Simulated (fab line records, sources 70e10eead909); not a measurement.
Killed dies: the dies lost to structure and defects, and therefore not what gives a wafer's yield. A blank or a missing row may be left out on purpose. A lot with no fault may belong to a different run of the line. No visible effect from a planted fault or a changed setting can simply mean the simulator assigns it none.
fab line records + flow nandHarc
record
- lots=14
- wafers=42
- lastDay=33
route steps=1302 shown A_CONTACT@994
lots untouched by any fault: they come from a run of this same line in which no faults occurred
startH: hours from the record's first day to the start of the lot's first wafer shown + waitH: hours elapsed since this lot's preceding step + " the same as in the row above + L1.1+2: one row covering several wafers at once + - value missing, or start not given + * or withheld: withheld + < > ~ a bound
route shown NAME@n: NAME is a module with steps in the file, n the number in the route of the first one + usual: mean and standard deviation over wafers with no fault + same: alike in all rows + chamber/n: place in a boat + sites: each site's reading + _std_site: the values' standard deviation + _edge_site: the outer-site mean with the inner-site mean subtracted + radiusMm: for every site, how far away it sits from the centre of the wafer + mask NAME#n: copy n + behind: the most recent tool/chamber to have shaped the wafer + hold: cause of the lot's hold/its duration in hours/its outcome + device: whichever transistor did not switch (one of n, p or np) + end of line: tests run on the same wafers once the route is complete + where a step has no rows: the recipe by itself + killed: count of dies lost to structure and defects at first sort (not the wafer's yield) + map: a wafer's dies, marking killed ones x, the rest . and places with no die _
set.NAME: the setting the step ran with; set.NAME@STEP: the setting that earlier step ran with + model.NAME: the simulator's own value behind a step, which no gauge read
route steps across a sampled set of lots; one table per step, one row per wafer
services: from which hour (startH, from the record's first day; less than 0 if before it) a tool's chamber was out of use, for how many hours, and why
## steps
# step NHARC_A_CONTACT_EXPOSE_39
# recipe
- na=1.35
- sigmaOuter=0.8
- doseMj=58.79
- maskId=A_CC_3
# usual
- exposureDoseMJCm2=59.0/0.43
- focusOffsetNm=-0.1/0.5
| lot.wafer | tool           | chamber | startH | waitH | mask     | exposureDoseMJCm2 | focusOffsetNm |
|-----------|----------------|---------|--------|-------|----------|-------------------|---------------|
| L998.1    | arfiScanner-03 | 0       | 487.78 | -     | A_CC_3#0 | 58.6              | 0.1           |
| L998.2    | "              | 0       | "      | "     | A_CC_3#0 | 58.7              | -1.1          |
| L998.5    | "              | 0       | "      | "     | A_CC_3#0 | 58.7              | -0.1          |
| L101.1    | arfiScanner-03 | 0       | 506.52 | -     | A_CC_3#0 | 58.7              | 0.2           |
| L101.2    | "              | 0       | "      | "     | A_CC_3#0 | 58.8              | 0.5           |
| L101.6    | "              | 0       | "      | "     | A_CC_3#0 | 58.8              | -0.4          |
| L100.1    | arfiScanner-02 | 0       | 507.01 | -     | A_CC_3#0 | 58.7              | 0.9           |
| L100.2    | "              | 0       | "      | "     | A_CC_3#0 | 58.7              | 0.4           |
| L100.3    | "              | 0       | "      | "     | A_CC_3#0 | 58.7              | 0.7           |
| L102.2    | arfiScanner-01 | 0       | 521.89 | -     | A_CC_3#0 | 58.6              | -0.4          |
| L102.3    | "              | 0       | "      | "     | A_CC_3#0 | 58.6              | -0.4          |
| L102.6    | "              | 0       | "      | "     | A_CC_3#0 | 58.6              | 0.6           |
| L104.1    | arfiScanner-02 | 0       | 529.84 | -     | A_CC_3#0 | 58.8              | 0.5           |
| L104.2    | "              | 0       | "      | "     | A_CC_3#0 | 58.8              | -0.1          |
| L104.3    | "              | 0       | "      | "     | A_CC_3#0 | 58.8              | -0.2          |
| L105.2    | arfiScanner-02 | 0       | 553.58 | -     | A_CC_3#0 | 58.8              | 0.6           |
| L105.3    | "              | 0       | "      | "     | A_CC_3#0 | 58.8              | -0.6          |
| L105.4    | "              | 0       | "      | "     | A_CC_3#0 | 58.8              | -0.7          |
| L103.2    | arfiScanner-01 | 0       | 554.13 | -     | A_CC_3#0 | 59.7              | -1.0          |
| L103.4    | "              | 0       | "      | "     | A_CC_3#0 | 59.7              | 0.0           |
| L103.5    | "              | 0       | "      | "     | A_CC_3#0 | 59.7              | -0.2          |
| L106.1    | arfiScanner-03 | 0       | 572.50 | -     | A_CC_3#0 | 58.6              | -0.1          |
| L106.2    | "              | 0       | "      | "     | A_CC_3#0 | 58.7              | -0.4          |
| L106.5    | "              | 0       | "      | "     | A_CC_3#0 | 58.6              | -0.6          |
| L108.4    | arfiScanner-02 | 0       | 597.76 | -     | A_CC_3#0 | 58.7              | -0.4          |
| L108.5    | "              | 0       | "      | "     | A_CC_3#0 | 58.8              | -0.6          |
| L108.6    | "              | 0       | "      | "     | A_CC_3#0 | 58.7              | -1.7          |
| L110.3    | arfiScanner-02 | 0       | 618.43 | -     | A_CC_3#0 | 58.8              | 0.2           |
| L110.4    | "              | 0       | "      | "     | A_CC_3#0 | 58.9              | 0.1           |
| L110.5    | "              | 0       | "      | "     | A_CC_3#0 | 58.9              | -0.1          |
| L119.1    | arfiScanner-03 | -       | 691.79 | -     | A_CC_3#0 | -                 | -             |
| L119.2    | "              | -       | "      | "     | A_CC_3#0 | -                 | -             |
| L119.4    | "              | -       | "      | "     | A_CC_3#0 | -                 | -             |
| L118.3    | arfiScanner-02 | -       | 691.95 | -     | A_CC_3#0 | -                 | -             |
| L118.4    | "              | -       | "      | "     | A_CC_3#0 | -                 | -             |
| L118.6    | "              | -       | "      | "     | A_CC_3#0 | -                 | -             |
| L121.2    | arfiScanner-03 | 0       | 698.44 | -     | A_CC_3#0 | 58.7              | -0.6          |
| L121.3    | "              | 0       | "      | "     | A_CC_3#0 | 58.7              | -0.6          |
| L121.4    | "              | 0       | "      | "     | A_CC_3#0 | 58.8              | -0.8          |
| L120.2    | arfiScanner-01 | 0       | 709.46 | -     | A_CC_3#0 | 59.7              | -0.5          |
| L120.3    | "              | 0       | "      | "     | A_CC_3#0 | 59.8              | -0.5          |
| L120.6    | "              | 0       | "      | "     | A_CC_3#0 | 59.8              | 0.5           |
# step NHARC_A_CONTACT_ETCH_51
# recipe
- targetDepthA=70000
- overEtchFrac=0.3
- timeS=1820
- ionEnergyEv=150
- o2FlowSccm=400
- cosFlowSccm=20
- arFlowSccm=0
- rfW=500
- biasW=300
- chemistry=O2/COS
# usual
- cosFlowSccm=19.99/0.054
- drypumpMotorCurrentA=5.9/0.32
- oesProductAu=1.000/0.012
- rfVppV=313.9/1.6
- showerheadPlenumPTorr=3.10/0.092
- throttleValvePct=28.332/0.01
| lot.wafer | tool       | chamber | startH | waitH | cosFlowSccm | drypumpMotorCurrentA | oesProductAu | rfHoursCounterH | rfVppV | showerheadPlenumPTorr | throttleValvePct |
|-----------|------------|---------|--------|-------|-------------|----------------------|--------------|-----------------|--------|-----------------------|------------------|
| L998.1    | rieDiel-10 | 0       | -      | -     | 19.96       | 5.8                  | 1.002        | 20              | 313.4  | 3.04                  | 28.325           |
| L998.2    | "          | 1       | "      | "     | 19.98       | 5.1                  | 1.008        | 22              | 314.5  | 3.15                  | 28.329           |
| L998.5    | "          | 0       | "      | "     | 19.94       | 5.8                  | 1.002        | -               | 312.7  | 3.04                  | 28.323           |
| L101.2    | rieDiel-10 | 1       | -      | -     | 19.93       | 5.0                  | 0.996        | 28              | 314.6  | 3.15                  | 28.325           |
| L101.1    | "          | 3       | "      | "     | 20.09       | 6.2                  | 0.987        | 26              | 312.3  | 3.05                  | 28.329           |
| L101.6    | "          | 1       | "      | "     | 19.96       | 5.0                  | 1.008        | -               | 313.0  | 3.15                  | 28.318           |
| L100.2    | rieDiel-10 | 3       | -      | -     | 19.95       | 6.3                  | 0.986        | 27              | 314.1  | 3.05                  | 28.343           |
| L100.3    | "          | 0       | "      | "     | 19.96       | 5.8                  | 0.985        | 27              | 314.1  | 3.03                  | 28.341           |
| L100.1    | "          | 1       | "      | "     | 20.07       | 5.0                  | 0.988        | 29              | 316.2  | 3.15                  | 28.325           |
| L102.2    | rieDiel-10 | 3       | -      | -     | 20.08       | 6.2                  | 0.992        | 32              | 312.8  | 3.05                  | 28.324           |
| L102.3    | "          | 0       | "      | "     | 20.00       | 5.7                  | 0.983        | 31              | 314.3  | 3.03                  | 28.338           |
| L102.6    | "          | 0       | "      | "     | 20.02       | 5.7                  | 0.981        | -               | 314.1  | 3.03                  | 28.338           |
| L104.2    | rieDiel-11 | 2       | -      | -     | 20.04       | 5.4                  | 1.015        | 9               | 316.6  | 3.19                  | 28.336           |
| L104.1    | "          | 0       | "      | "     | 19.98       | 5.8                  | 0.994        | 14              | 312.1  | 3.06                  | 28.329           |
| L104.3    | "          | 1       | "      | "     | 20.00       | 6.0                  | 1.020        | 13              | 314.7  | 3.17                  | 28.314           |
| L105.3    | rieDiel-11 | 0       | -      | -     | 20.03       | 5.8                  | 0.985        | 17              | 312.9  | 3.06                  | 28.340           |
| L105.4    | "          | 2       | "      | "     | 19.95       | 5.4                  | 1.001        | 13              | 316.0  | 3.19                  | 28.320           |
| L105.2    | "          | 3       | "      | "     | 19.95       | 6.2                  | 1.013        | 17              | 315.9  | 3.26                  | 28.336           |
| L103.4    | rieDiel-09 | 2       | -      | -     | 19.96       | 6.2                  | 1.017        | 17              | 311.2  | 2.93                  | 28.319           |
| L103.2    | "          | 0       | "      | "     | 19.93       | 6.0                  | 1.038        | 20              | 314.2  | 3.06                  | 28.304           |
| L103.5    | "          | 1       | "      | "     | 19.99       | 6.2                  | 0.990        | -               | 313.7  | 3.03                  | 28.333           |
| L106.1    | rieDiel-11 | 2       | -      | -     | 20.02       | 5.3                  | 0.997        | 16              | 315.3  | 3.18                  | 28.344           |
| L106.2    | "          | 3       | "      | "     | 20.08       | 6.3                  | 1.015        | 19              | 315.1  | 3.26                  | 28.338           |
| L106.5    | "          | 0       | "      | "     | 20.01       | 5.8                  | 1.000        | -               | 313.3  | 3.06                  | 28.337           |
| L108.4    | rieDiel-09 | 1       | -      | -     | 20.02       | 6.2                  | 0.993        | 28              | 313.9  | 3.03                  | 28.343           |
| L108.6    | "          | 2       | "      | "     | 19.96       | 6.1                  | 1.007        | -               | 312.0  | 2.92                  | 28.318           |
| L108.5    | "          | 3       | "      | "     | 20.00       | 5.8                  | 0.986        | -               | 313.3  | 3.09                  | 28.331           |
| L110.3    | rieDiel-09 | 2       | -      | -     | 20.03       | 6.1                  | 1.014        | 39              | 310.9  | 2.91                  | 28.308           |
| L110.4    | "          | 0       | "      | "     | 19.98       | 6.1                  | 1.023        | 45              | 313.4  | 3.05                  | 28.336           |
| L110.5    | "          | 2       | "      | "     | 19.97       | 6.1                  | 1.021        | -               | 310.3  | 2.92                  | 28.351           |
| L119.1    | rieDiel-09 | 3       | -      | -     | 20.03       | 5.8                  | 0.986        | 5               | 313.4  | 3.08                  | 28.340           |
| L119.2    | "          | 0       | "      | "     | 20.01       | 6.0                  | 1.025        | 5               | 313.6  | 3.04                  | 28.334           |
| L119.4    | "          | 3       | "      | "     | 20.06       | 5.9                  | 0.992        | -               | 313.4  | 3.08                  | 28.342           |
| L118.3    | rieDiel-09 | 1       | -      | -     | 20.12       | 6.2                  | 0.982        | 4               | 312.8  | 3.01                  | 28.339           |
| L118.6    | "          | 1       | "      | "     | 20.04       | 6.2                  | 0.984        | -               | 312.5  | 3.01                  | 28.334           |
| L118.4    | "          | 0       | "      | "     | 20.02       | 6.0                  | 1.009        | -               | 310.7  | 3.04                  | 28.338           |
| L121.2    | rieDiel-11 | 3       | -      | -     | 20.03       | 6.2                  | 1.007        | 14              | 317.4  | 3.25                  | 28.340           |
| L121.3    | "          | 0       | "      | "     | 20.08       | 5.8                  | 0.996        | 15              | 313.5  | 3.05                  | 28.341           |
| L121.4    | "          | 2       | "      | "     | 20.02       | 5.4                  | 0.995        | 17              | 313.9  | 3.17                  | 28.316           |
| L120.2    | rieDiel-11 | 3       | -      | -     | 19.96       | 6.2                  | 1.002        | 18              | 316.0  | 3.25                  | 28.338           |
| L120.3    | "          | 0       | "      | "     | 19.99       | 5.8                  | 1.006        | 17              | 311.7  | 3.05                  | 28.356           |
| L120.6    | "          | 2       | "      | "     | 19.96       | 5.4                  | 0.989        | -               | 314.9  | 3.17                  | 28.327           |
# step NHARC_A_CONTACT_ETCH_111
# recipe
- sourceW=withheld
- pressureMtorr=20
- biasV=withheld
- timeS=140
- targetDepthA=7000
- arFlowSccm=withheld
- c4f8FlowSccm=withheld
- o2FlowSccm=withheld
- chemistry=C4F8/O2/Ar
| lot.wafer | tool          | chamber | startH | waitH | rfHoursCounterH |
|-----------|---------------|---------|--------|-------|-----------------|
| L998.1    | harCapEtch-02 | 0       | 489.96 | -     | 81              |
| L998.2    | "             | 1       | "      | "     | 81              |
| L998.5    | "             | 0       | "      | "     | -               |
| L101.2    | harCapEtch-03 | 0       | 508.72 | -     | 40              |
| L101.1    | "             | 1       | "      | "     | 40              |
| L101.6    | "             | 1       | "      | "     | -               |
| L100.1    | harCapEtch-02 | 1       | 510.04 | -     | 87              |
| L100.2    | "             | 0       | "      | "     | 87              |
| L100.3    | "             | 0       | "      | "     | -               |
| L102.2    | harCapEtch-01 | 0       | 524.13 | -     | 1               |
| L102.3    | "             | 0       | "      | "     | -               |
| L102.6    | "             | 0       | "      | "     | -               |
| L104.2    | harCapEtch-01 | 1       | 532.01 | -     | 4               |
| L104.1    | "             | 0       | "      | "     | 4               |
| L104.3    | "             | 1       | "      | "     | -               |
| L105.2    | harCapEtch-02 | 1       | 555.77 | -     | 95              |
| L105.3    | "             | 0       | "      | "     | -               |
| L105.4    | "             | 1       | "      | "     | -               |
| L103.2    | harCapEtch-01 | 1       | 556.30 | -     | 8               |
| L103.4    | "             | 1       | "      | "     | -               |
| L103.5    | "             | 0       | "      | "     | -               |
| L106.1    | harCapEtch-01 | 1       | 574.66 | -     | 10              |
| L106.2    | "             | 0       | "      | "     | 10              |
| L106.5    | "             | 1       | "      | "     | -               |
| L108.4    | harCapEtch-01 | 0       | 599.98 | -     | -               |
| L108.6    | "             | 1       | "      | "     | -               |
| L108.5    | "             | 0       | "      | "     | -               |
| L110.4    | harCapEtch-02 | 0       | 620.72 | -     | -               |
| L110.3    | "             | 1       | "      | "     | -               |
| L110.5    | "             | 0       | "      | "     | -               |
| L119.2    | harCapEtch-02 | 1       | 694.56 | -     | 121             |
| L119.1    | "             | 0       | "      | "     | 121             |
| L119.4    | "             | 0       | "      | "     | -               |
| L118.3    | harCapEtch-03 | 0       | 695.76 | -     | -               |
| L118.4    | "             | 1       | "      | "     | -               |
| L118.6    | "             | 0       | "      | "     | -               |
| L121.2    | harCapEtch-01 | 0       | 700.60 | -     | 36              |
| L121.3    | "             | 0       | "      | "     | -               |
| L121.4    | "             | 1       | "      | "     | -               |
| L120.2    | harCapEtch-01 | 0       | 711.62 | -     | 38              |
| L120.3    | "             | 0       | "      | "     | -               |
| L120.6    | "             | 0       | "      | "     | -               |
# step NHARC_A_CONTACT_ETCH_114
# recipe
- sourceW=withheld
- pressureMtorr=20
- biasV=3000
- timeS=190
- targetDepthA=18500
- arFlowSccm=withheld
- c4f8FlowSccm=withheld
- o2FlowSccm=withheld
- chemistry=C4F8/O2/Ar
| lot.wafer | tool          | chamber | startH | waitH | rfHoursCounterH |
|-----------|---------------|---------|--------|-------|-----------------|
| L998.1    | harCapEtch-02 | 0       | 490.50 | 0.1   | 81              |
| L998.2    | "             | 1       | "      | "     | 81              |
| L998.5    | "             | 0       | "      | "     | -               |
| L101.2    | harCapEtch-03 | 0       | 509.26 | 0.1   | 41              |
| L101.1    | "             | 1       | "      | "     | 41              |
| L101.6    | "             | 1       | "      | "     | -               |
| L100.1    | harCapEtch-02 | 1       | 510.58 | 0.1   | 87              |
| L100.2    | "             | 0       | "      | "     | 87              |
| L100.3    | "             | 0       | "      | "     | -               |
| L102.2    | harCapEtch-01 | 0       | 524.66 | 0.1   | 2               |
| L102.3    | "             | 0       | "      | "     | -               |
| L102.6    | "             | 0       | "      | "     | -               |
| L104.2    | harCapEtch-01 | 1       | 532.55 | 0.1   | 4               |
| L104.1    | "             | 0       | "      | "     | 4               |
| L104.3    | "             | 1       | "      | "     | -               |
| L105.2    | harCapEtch-02 | 1       | 556.30 | 0.1   | 95              |
| L105.3    | "             | 0       | "      | "     | -               |
| L105.4    | "             | 1       | "      | "     | -               |
| L103.2    | harCapEtch-01 | 1       | 556.84 | 0.1   | 8               |
| L103.4    | "             | 1       | "      | "     | -               |
| L103.5    | "             | 0       | "      | "     | -               |
| L106.1    | harCapEtch-01 | 1       | 575.20 | 0.1   | 10              |
| L106.2    | "             | 0       | "      | "     | 10              |
| L106.5    | "             | 1       | "      | "     | -               |
| L108.4    | harCapEtch-01 | 0       | 600.51 | 0.1   | -               |
| L108.6    | "             | 1       | "      | "     | -               |
| L108.5    | "             | 0       | "      | "     | -               |
| L110.4    | harCapEtch-02 | 0       | 621.25 | 0.1   | -               |
| L110.3    | "             | 1       | "      | "     | -               |
| L110.5    | "             | 0       | "      | "     | -               |
| L119.2    | harCapEtch-02 | 1       | 695.10 | 0.1   | 121             |
| L119.1    | "             | 0       | "      | "     | 121             |
| L119.4    | "             | 0       | "      | "     | -               |
| L118.3    | harCapEtch-03 | 0       | 696.28 | 0.1   | -               |
| L118.4    | "             | 1       | "      | "     | -               |
| L118.6    | "             | 0       | "      | "     | -               |
| L121.2    | harCapEtch-01 | 0       | 701.14 | 0.1   | 37              |
| L121.3    | "             | 0       | "      | "     | -               |
| L121.4    | "             | 1       | "      | "     | -               |
| L120.2    | harCapEtch-01 | 0       | 712.16 | 0.1   | 39              |
| L120.3    | "             | 0       | "      | "     | -               |
| L120.6    | "             | 0       | "      | "     | -               |
## services
| tool           | chamber | startH | hours | kind   |
|----------------|---------|--------|-------|--------|
| harCapEtch-01  | -       | 465.97 | 0.8   | repair |
| arfiScanner-03 | -       | 467.81 | 0.4   | repair |
| arfiScanner-02 | -       | 484.00 | 4.0   | pm     |
| rieDiel-11     | 2       | 496.57 | 14.7  | repair |
| harCapEtch-01  | -       | 497.00 | 17.0  | pm     |
| rieDiel-09     | -       | 498.74 | 9.0   | pm     |
| arfiScanner-03 | -       | 540.00 | 4.0   | pm     |
| arfiScanner-02 | -       | 540.42 | 0.5   | repair |
| harCapEtch-02  | -       | 549.52 | 0.3   | repair |
| arfiScanner-02 | -       | 561.29 | 2.6   | repair |
| rieDiel-09     | 0       | 562.55 | 2.1   | repair |
| rieDiel-11     | 3       | 588.91 | 4.8   | repair |
| harCapEtch-02  | -       | 591.24 | 2.4   | repair |
| rieDiel-11     | -       | 610.20 | 9.0   | pm     |
| rieDiel-09     | 2       | 621.33 | 18.6  | repair |
| rieDiel-11     | 3       | 624.81 | 5.4   | repair |
| arfiScanner-02 | -       | 650.13 | 2.0   | repair |
| arfiScanner-02 | -       | 656.00 | 4.0   | pm     |
| rieDiel-09     | 2       | 667.18 | 14.5  | repair |
| rieDiel-09     | -       | 675.97 | 9.0   | pm     |
| rieDiel-11     | 3       | 677.12 | 8.5   | repair |
| rieDiel-09     | 2       | 690.94 | 9.2   | repair |
| rieDiel-09     | 1       | 706.54 | 6.6   | repair |
| arfiScanner-03 | -       | 707.73 | 54.5  | repair |
## key
firstSign
- step=NHARC_A_CONTACT_EXPOSE_39
- reading=toolRecord
- direction=missing
effect none on later readings
metAt NHARC_A_CONTACT_EXPOSE_39
struckLots L118,L119
laterRowsLeftOut L118.3,L118.4,L118.6,L119.1,L119.2,L119.4
sortLeftOut L118.3,L118.4,L118.6,L119.1,L119.2,L119.4
testerLeftOut L118,L119
notActingAt NHARC_A_CONTACT_ETCH_51,NHARC_A_CONTACT_ETCH_111,NHARC_A_CONTACT_ETCH_114
onsetBetween 618.43 691.79
fault
- kind=skippedStepWhole
- tool=arfiScanner-02,arfiScanner-03
- chamber=-
- onsetH=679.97
- steps=NHARC_A_CONTACT_EXPOSE_39
- scope=struckLotsOnly
# testerLeftOut: of these lots the tester's yield and bins aren't shown, on N5 and GAA mostly nor the transistor test; their killed dies are dies lost to structure and defects alone, not to doping, threshold or leakage, so they don't give the yield
# sortLeftOut: the simulated sort isn't trusted on such a fault, so these wafers' sort isn't shown, and their yield isn't known
# laterRowsLeftOut: the simulator's readings of these wafers behind a module that went badly wrong aren't trusted and aren't shown, but for the sort
